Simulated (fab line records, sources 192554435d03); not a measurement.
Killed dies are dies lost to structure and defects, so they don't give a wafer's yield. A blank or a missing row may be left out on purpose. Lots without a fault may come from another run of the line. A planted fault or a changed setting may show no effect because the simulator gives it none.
fab line records | flow n5_finfet
record lots=9 wafers=27 last_day=18
route steps=1938 shown BEOL_M4@1111 BEOL_M10@1524 BEOL_M11@1536 PASSIVATION@1936
lots that met no fault: from a run of the same line without faults
start_h: hours from the record's first day to the start of the lot's first wafer shown | wait_h: hours since the lot's step before | " the same as in the row above | L1.1+2: a row that stands for several wafers | - no value, or no start given | * or withheld: withheld | < > ~ a bound
route shown NAME@n: a module of which the file shows steps, and the number in the route of the first | usual: mean/standard deviation of fault-free wafers | same: alike in all rows | chamber/n: place in a boat | sites: the reading at each site | _std_site: their standard deviation | _edge_site: outer sites' mean less inner sites' | radius_mm: how far each site lies from the wafer's centre | mask NAME#n: copy n | behind: the tool/chamber that last shaped the wafer | hold: why the lot was held/for how many hours/how that ended | device: the transistor (n, p or np) that didn't switch | end of line: the same wafers' tests at the end of the route | a step without rows: its recipe alone | killed: dies lost to structure and defects at the first sort, not the wafer's yield | map: a wafer's dies, x killed, . not, _ none there
set.NAME: the setting as run; set.NAME@STEP: as run at that earlier step | model.NAME: the simulator's own value behind a step, which no gauge read
steps of the route over a sample of lots; a table a step, a row a wafer
services: from which hour (start_h, from the record's first day; less than 0 if before it) a tool's chamber was out of use, for how many hours, and why
## steps
# step N5_BEOL_M4_RC_MEAS_101
# usual DIBL_N=36.3/1.6 DIBL_P=36.5/1.6 IOFF_N=0.163/0.026 IOFF_P=0.22/0.033 ION_N=676/9.9 ION_P=464/6.5 SS_N=71.5/0.5 SS_P=73.3/0.64 VT_N=249.3/2.9 VT_P=-250/3.2
# columns lot.wafer tool chamber start_h wait_h DIBL_N[mV/V] DIBL_P[mV/V] IOFF_N[nA/um] IOFF_P[nA/um] ION_N[uA/um] ION_P[uA/um] SS_N[mV/dec] SS_P[mV/dec] VT_N[mV] VT_P[mV]
L983.1 prober-02 0 200.28 0.1 36.5 35.4 0.157 0.23 674 461 72.0 72.8 251.4 -249
L983.3 " 0 " " 38.0 37.1 0.188 0.26 685 476 72.2 73.8 244.5 -245
L983.4 " 0 " " 35.6 34.9 0.149 0.22 695 479 71.3 73.0 246.2 -246
L986.2 prober-02 0 208.37 0.2 36.9 37.9 0.179 0.22 673 463 71.6 74.8 245.1 -251
L986.3 " 0 " " 37.0 38.1 0.182 0.22 688 466 71.7 73.9 246.4 -250
L986.4 " 0 " " 35.6 36.5 0.160 0.20 697 464 70.8 74.3 248.8 -253
L988.1 prober-01 0 224.87 0.3 39.4 38.9 0.212 0.32 686 472 71.8 74.2 244.7 -242
L988.4 " 0 " " 35.7 35.8 0.142 0.25 662 470 70.8 73.1 251.3 -244
L988.6 " 0 " " 37.3 36.8 0.167 0.27 666 473 72.1 73.3 248.1 -246
L999.1 prober-01 0 282.61 0.0 37.5 35.8 0.166 0.21 678 463 71.2 73.0 249.6 -249
L999.2 " 0 " " 35.4 34.7 0.140 0.20 668 462 71.3 72.8 248.2 -251
L999.3 " 0 " " 36.4 35.1 0.143 0.20 668 460 71.1 72.6 247.9 -252
L998.1 prober-01 0 287.24 0.0 41.2 40.7 0.249 0.29 683 464 72.4 75.1 244.6 -246
L998.4 " 0 " " 38.5 38.3 0.185 0.24 671 459 72.3 73.9 248.4 -248
L998.6 " 0 " " 39.1 39.0 0.202 0.26 689 474 71.2 73.4 243.9 -248
L101.1 prober-01 0 304.18 0.0 38.4 42.3 0.213 0.29 685 470 72.8 74.2 246.6 -245
L101.4 " 0 " " 35.0 37.9 0.145 0.21 680 470 70.8 72.1 248.1 -250
L101.6 " 0 " " 35.9 38.6 0.164 0.23 682 471 71.5 72.9 250.8 -249
L100.3 prober-01 0 307.48 0.3 33.9 34.1 0.123 0.21 676 477 71.4 72.4 255.8 -246
L100.4 " 0 " " 34.3 34.0 0.123 0.20 665 459 71.0 73.1 254.4 -248
L100.6 " 0 " " 34.3 33.9 0.128 0.21 663 467 71.2 72.2 256.5 -247
L102.2 prober-01 0 309.38 0.2 35.9 35.8 0.146 0.20 667 459 71.0 73.1 253.6 -251
L102.3 " 0 " " 35.8 36.3 0.143 0.20 671 467 71.2 73.1 250.4 -253
L102.6 " 0 " " 35.9 36.1 0.152 0.20 675 462 71.4 72.5 251.3 -254
L103.1 prober-01 0 316.29 0.0 36.0 37.1 0.169 0.22 669 465 71.8 73.4 249.5 -250
L103.2 " 0 " " 34.9 35.2 0.145 0.19 662 456 71.6 73.5 252.3 -251
L103.5 " 0 " " 35.7 36.3 0.164 0.22 672 462 71.7 73.8 250.3 -248
# step N5_BEOL_M10_ALD_74
# recipe material=TaN target_thk_a=20 temp_c=275 ald_precursor_family=PDMAT ald_co_reactant=NH3 pressure_torr=3 carrier_flow_sccm=1500 pulse_time_s=2 purge_time_s=3 co_reactant_purge_time_s=2 co_reactant_pulse_time_s=3 ald_cycles=40 precursor_vessel_temp_c=75 precursor_vessel_pressure_torr=26.25 precursor_vessel_carrier_sccm=1000
# usual heater_power_w=401/37 precursor_vessel_carrier_sccm=1000/3.2 susceptor_temp_C=275.00/0.2
# columns lot.wafer tool chamber start_h wait_h heater_power_w precursor_vessel_carrier_sccm susceptor_temp_C
L983.1 ald_metal-04 2 257.23 0.1 360 998 274.87
L983.3 " 3 " " 419 1003 275.43
L983.4 " 1 " " 461 1001 275.25
L986.2 ald_metal-04 2 271.68 0.0 368 1000 275.14
L986.3 " 3 " " 415 997 274.97
L986.4 " 1 " " 457 993 274.88
L988.1 ald_metal-02 2 283.53 0.0 378 995 274.93
L988.4 " 1 " " 426 999 275.11
L988.6 " 3 " " 372 1005 274.84
L999.1 ald_metal-03 3 343.09 0.2 443 1000 274.91
L999.2 " 1 " " 462 1002 275.26
L999.3 " 0 " " 340 996 275.17
L998.1 ald_metal-04 0 343.79 0.0 367 999 274.62
L998.4 " 0 " " 379 1005 274.69
L998.6 " 3 " " 419 1002 274.62
L101.1 ald_metal-04 0 354.36 0.0 380 1000 275.23
L101.4 " 1 " " 456 997 274.71
L101.6 " 0 " " 385 1004 275.08
L100.3 ald_metal-02 2 365.86 0.0 399 1002 274.76
L100.4 " 3 " " 367 1000 274.67
L100.6 " 2 " " 384 996 274.98
L102.2 ald_metal-03 1 366.02 0.0 469 997 275.12
L102.3 " 2 " " 396 999 274.93
L102.6 " 2 " " 387 1000 274.86
L103.1 ald_metal-04 2 370.76 0.0 366 1000 274.58
L103.2 " 1 " " 457 1002 274.98
L103.5 " 0 " " 373 1007 275.08
# step N5_BEOL_M11_ILD_DEP_00
# recipe material=SiCOH_lowk target_thk_a=3085.1 temp_c=300 precursor=DEMS/porogen pressure_torr=5 rf_w=500 time_s=58
# usual chamber_pressure_Torr=5.000/0.011 heater_power_outer_w=144/23 heater_power_w=309/37 showerhead_plenum_p_Torr=5.737/0.015 susceptor_temp_C=299.97/0.18 throttle_valve_pct=14.2/1
# columns lot.wafer tool chamber start_h wait_h chamber_pressure_Torr heater_power_outer_w heater_power_w showerhead_plenum_p_Torr susceptor_temp_C throttle_valve_pct
L983.1 pecvd-04 1 260.38 0.0 5.005 148 340 5.746 299.93 13.2
L983.3 " 2 " " 5.017 138 277 5.728 300.19 13.3
L983.4 " 0 " " 4.997 127 318 5.754 300.20 15.5
L986.2 pecvd-02 0 273.27 0.0 4.984 125 261 5.716 300.05 15.5
L986.3 " 2 " " 4.979 97 238 5.739 299.85 13.8
L986.4 " 1 " " 5.009 143 314 5.717 300.23 14.3
L988.1 pecvd-04 0 286.02 0.0 4.991 112 290 5.727 299.59 15.8
L988.4 " 0 " " 5.000 115 304 5.755 299.92 15.6
L988.6 " 1 " " 4.985 171 376 5.748 299.62 13.1
L999.1 pecvd-04 0 344.68 0.0 - - - - - -
L999.2 " 2 " " - - - - - -
L999.3 " 1 " " - - - - - -
L998.1 pecvd-04 0 345.27 0.0 - - - - - -
L998.4 " 0 " " - - - - - -
L998.6 " 2 " " - - - - - -
L101.1 pecvd-02 1 356.42 0.0 5.000 116 267 5.735 299.98 14.5
L101.4 " 2 " " 5.014 105 247 5.726 300.15 14.5
L101.6 " 0 " " 4.982 152 301 5.720 299.60 15.6
L100.3 pecvd-03 0 367.52 0.0 4.991 128 302 5.738 299.85 13.6
L100.4 " 1 " " 5.007 162 335 5.763 300.08 14.6
L100.6 " 0 " " 4.989 134 322 5.736 299.81 13.7
L102.2 pecvd-02 0 368.24 0.0 5.027 145 288 5.727 300.06 15.8
L102.3 " 2 " " 5.016 142 288 5.741 299.98 14.1
L102.6 " 2 " " 5.014 86 229 5.737 299.71 14.2
L103.1 pecvd-03 1 372.32 0.0 4.991 195 388 5.755 300.07 15.0
L103.2 " 0 " " 5.008 163 352 5.750 299.87 13.5
L103.5 " 1 " " 5.001 198 382 5.753 299.88 15.2
# step N5_BEOL_M11_CURE_71
# recipe temp_c=385 time_s=240 ambient=He/Ar material=SiCOH_lowk
# usual lamp_power_pct=52.31/0.053 wafer_temp_C_max=386.6/0.49
# columns lot.wafer tool chamber start_h wait_h lamp_power_pct wafer_temp_C_max
L983.1 uv_cure-03 2 260.60 0.2 52.28 386.6
L983.3 " 2 " " 52.32 385.8
L983.4 " 2 " " 52.36 386.5
L986.2 uv_cure-03 2 273.43 0.1 52.34 387.0
L986.3 " 2 " " 52.36 386.5
L986.4 " 2 " " 52.27 387.3
L988.1 uv_cure-03 2 286.53 0.5 52.29 386.1
L988.4 " 2 " " 52.31 386.4
L988.6 " 2 " " 52.34 386.8
L999.1 uv_cure-01 2 344.76 0.0 52.22 386.8
L999.2 " 2 " " 52.27 386.5
L999.3 " 2 " " 52.40 386.5
L998.1 uv_cure-02 1 345.35 0.0 52.24 387.3
L998.4 " 1 " " 52.29 387.5
L998.6 " 1 " " 52.26 386.4
L101.1 uv_cure-01 1 356.50 0.0 52.38 386.2
L101.4 " 1 " " 52.25 386.6
L101.6 " 1 " " 52.26 386.1
L100.3 uv_cure-03 2 367.77 0.2 52.33 386.7
L100.4 " 2 " " 52.32 386.3
L100.6 " 2 " " 52.32 386.7
L102.2 uv_cure-03 2 368.40 0.1 52.22 385.8
L102.3 " 2 " " 52.32 385.8
L102.6 " 2 " " 52.24 386.1
L103.1 uv_cure-03 1 372.67 0.3 52.27 387.7
L103.2 " 1 " " 52.25 387.3
L103.5 " 1 " " 52.37 386.4
# step N5_BEOL_M11_CD_MEAS_11
# recipe target_cd_nm=64.1 landing_energy_ev=500 detector=se_inlens polarity=opening
# usual cd_nm=64.3/0.49
# columns lot.wafer tool chamber start_h wait_h cd_nm
L983.1 cd_sem-01 0 262.10 - 64.3
L983.3 " 0 " " 64.8
L983.4 " 0 " " 64.9
L986.2 cd_sem-03 0 274.91 - 63.7
L986.3 " 0 " " 63.9
L986.4 " 0 " " 63.7
L988.1 cd_sem-01 0 287.63 - 64.7
L988.4 " 0 " " 64.1
L988.6 " 0 " " 64.2
L999.1 cd_sem-01 0 347.54 - 64.0
L999.2 " 0 " " 64.4
L999.3 " 0 " " 63.5
L998.1 cd_sem-03 0 347.88 - 64.4
L998.4 " 0 " " 64.0
L998.6 " 0 " " 63.9
L101.1 cd_sem-02 0 357.83 - 63.6
L101.4 " 0 " " 64.4
L101.6 " 0 " " 64.0
L100.3 cd_sem-02 0 370.02 - 64.7
L100.4 " 0 " " 64.4
L100.6 " 0 " " 65.0
L102.2 cd_sem-01 0 370.54 - 63.7
L102.3 " 0 " " 63.7
L102.6 " 0 " " 63.4
L103.1 cd_sem-03 0 375.05 - 64.9
L103.2 " 0 " " 65.5
L103.5 " 0 " " 65.1
# step N5_BEOL_M11_OCD_MEAS_38
# usual trench_depth_nm=148.9/1.8
# columns lot.wafer tool chamber start_h wait_h trench_depth_nm
L983.1 ocd-02 - 265.47 - 149.3
L983.3 " - " " 145.9
L983.4 " - " " 149.3
L986.2 ocd-02 - 277.89 - 151.1
L986.3 " - " " 149.6
L986.4 " - " " 149.9
L988.1 ocd-02 - 289.27 - 150.6
L988.4 " - " " 149.9
L988.6 " - " " 147.8
L998.1 ocd-01 - 350.88 - -
L998.4 " - " " -
L998.6 " - " " -
L999.1 ocd-02 - 351.05 - -
L999.2 " - " " -
L999.3 " - " " -
L101.1 ocd-01 - 360.01 - 150.3
L101.4 " - " " 146.9
L101.6 " - " " 146.6
L100.3 ocd-01 - 371.98 - 152.5
L100.4 " - " " 150.7
L100.6 " - " " 148.7
L102.2 ocd-02 - 374.44 - 150.0
L102.3 " - " " 146.8
L102.6 " - " " 148.1
L103.1 ocd-01 - 377.35 - 145.8
L103.2 " - " " 148.7
L103.5 " - " " 150.5
# step N5_PASSIVATION_PROBE_49
# usual defect_limited_yield=91.2/1.5 killed_at_M0_to_M3=32/9.6 killed_at_M4_up=13/5.3 killed_at_contacts=13/6.7 killed_at_front_end=42/11 killed_at_other=3.8/2.9 killed_dies=103/17 killed_on_rim=14/4.4 killed_open=67/13 killed_short=35/7.9 sort_bin_5_function=5.2/0.94 sort_bin_6_memory=3.3/0.64 sort_n_pass=1077/17 sort_yield_pct=91.2/1.5
# same gross_dies=1180 killed_at_back_side=0 sort_bin_4_leakage[%]=0 sort_bin_8_speed[%]=0
# columns lot.wafer tool chamber start_h wait_h defect_limited_yield[%] killed_at_M0_to_M3 killed_at_M4_up killed_at_contacts killed_at_front_end killed_at_other killed_dies killed_on_rim killed_open killed_short sort_bin_5_function[%] sort_bin_6_memory[%] sort_n_pass sort_yield_pct[%]
L998.1 prober-02 - 412.27 0.0 0 5 1166 8 1 0 1180 152 12 5 71.7 2.7 0 0
L998.4 prober-02 - 412.42 0.2 0 4 1171 2 3 0 1180 152 6 5 76.3 3.1 0 0
L998.6 prober-02 - 412.52 0.3 0 3 1173 2 2 0 1180 152 4 3 72.5 3.3 0 0
L999.1 prober-02 - 414.66 0.0 0 8 1155 6 10 1 1180 152 17 11 73.5 3.5 0 0
L999.2 prober-02 - 414.71 0.1 0 7 1160 4 9 0 1180 152 14 7 72.7 4.2 0 0
L999.3 prober-02 - 414.76 0.1 0 8 1145 8 15 4 1180 152 27 10 72.1 3.1 0 0
# killed by level:class
L998.1 BEOL_M11:lost_pattern=1159 MOL_CONTACT_COAG:geometric_particle:open=6 BEOL_M11:area_dep=4 BEOL_M0_SAQP:geometric_particle:open=3 MOL_CONTACT_COAG:geometric_particle:short=2 BEOL_M0_SAQP:geometric_particle:short=1 BEOL_M3:geometric_particle:short=1 BEOL_M4:geometric_particle:short=1
L998.4 BEOL_M11:lost_pattern=1162 BEOL_M11:area_dep=6 MOL_CONTACT_COAG:geometric_particle:open=2 STI_FIN_REVEAL:geometric_particle:short=1 BEOL_M0_SAQP:geometric_particle:open=1 GATE_CUT:geometric_particle:short=1 BEOL_M0_SAQP:geometric_particle:short=1 BEOL_M13:coat_microbubble_printed=1
L998.6 BEOL_M11:lost_pattern=1167 BEOL_M11:area_dep=6 BEOL_M2:geometric_particle:open=2 FIN_SAQP:geometric_particle:short=1 DUMMY_GATE:geometric_particle:short=1 MOL_CONTACT_COAG:geometric_particle:short=1 MOL_CONTACT_COAG:geometric_particle:open=1 BEOL_M0_SAQP:geometric_particle:open=1
L999.1 BEOL_M11:lost_pattern=1147 MOL_CONTACT_COAG:geometric_particle:open=5 BEOL_M11:area_dep=5 FIN_SAQP:geometric_particle:open=4 FIN_SAQP:geometric_particle:short=4 BEOL_M0_SAQP:geometric_particle:open=2 BEOL_M0_SAQP:geometric_particle:short=2 BEOL_M1:geometric_particle:open=2
L999.2 BEOL_M11:lost_pattern=1153 BEOL_M11:area_dep=6 FIN_SAQP:geometric_particle:open=3 BEOL_M0_SAQP:geometric_particle:open=3 MOL_CONTACT_COAG:geometric_particle:short=3 STI_FIN_REVEAL:geometric_particle:open=2 BEOL_M0_SAQP:geometric_particle:short=2 ILD0:geometric_particle:open=1
L999.3 BEOL_M11:lost_pattern=1139 STI_FIN_REVEAL:geometric_particle:open=7 MOL_CONTACT_COAG:geometric_particle:open=6 BEOL_M1:geometric_particle:open=4 BEOL_M11:area_dep=4 FIN_SAQP:geometric_particle:short=3 GATE_CUT:geometric_particle:open=2 MOL_CONTACT_COAG:geometric_particle:short=2
## services
# columns tool chamber start_h hours kind
pecvd-03 - 259.47 5.5 pm
uv_cure-02 - 260.12 44.8 repair
ald_metal-02 0 267.52 25.1 repair
uv_cure-01 - 273.69 22.2 pm
ald_metal-03 2 290.71 5.9 repair
ald_metal-03 - 298.34 1.1 repair
ald_metal-04 - 299.33 2.0 repair
pecvd-04 - 300.67 1.8 repair
ald_metal-02 - 305.80 8.7 pm
ald_metal-04 1 317.24 30.8 repair
uv_cure-01 - 328.31 0.6 repair
ald_metal-04 - 330.74 2.8 pm
pecvd-03 0 333.37 5.5 scheduled_down
pecvd-03 0 347.29 2.1 scheduled_down
uv_cure-02 - 366.88 1.0 pm
## key
first_sign step=N5_BEOL_M11_ILD_DEP_00 reading=tool_record direction=missing
effect step=N5_BEOL_M11_OCD_MEAS_38 reading=trench_depth_nm direction=missing
effect step=N5_PASSIVATION_PROBE_49 reading=killed_at_M4_up direction=up sigmas=99+ usual=13 struck=1162
met_at N5_BEOL_M11_ILD_DEP_00
struck_lots L998,L999
later_rows_left_out L998.1,L998.4,L998.6,L999.1,L999.2,L999.3
not_acting_at N5_BEOL_M10_ALD_74,N5_BEOL_M11_CURE_71,N5_BEOL_M11_CD_MEAS_11
onset_between 286.02 344.68
fault kind=skipped_step_whole tool=pecvd-04 chamber=- onset_h=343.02 steps=N5_BEOL_M11_ILD_DEP_00 scope=struck_lots_only
# later_rows_left_out: the simulator's readings of these wafers behind a module that went badly wrong aren't trusted and aren't shown, but for the sort
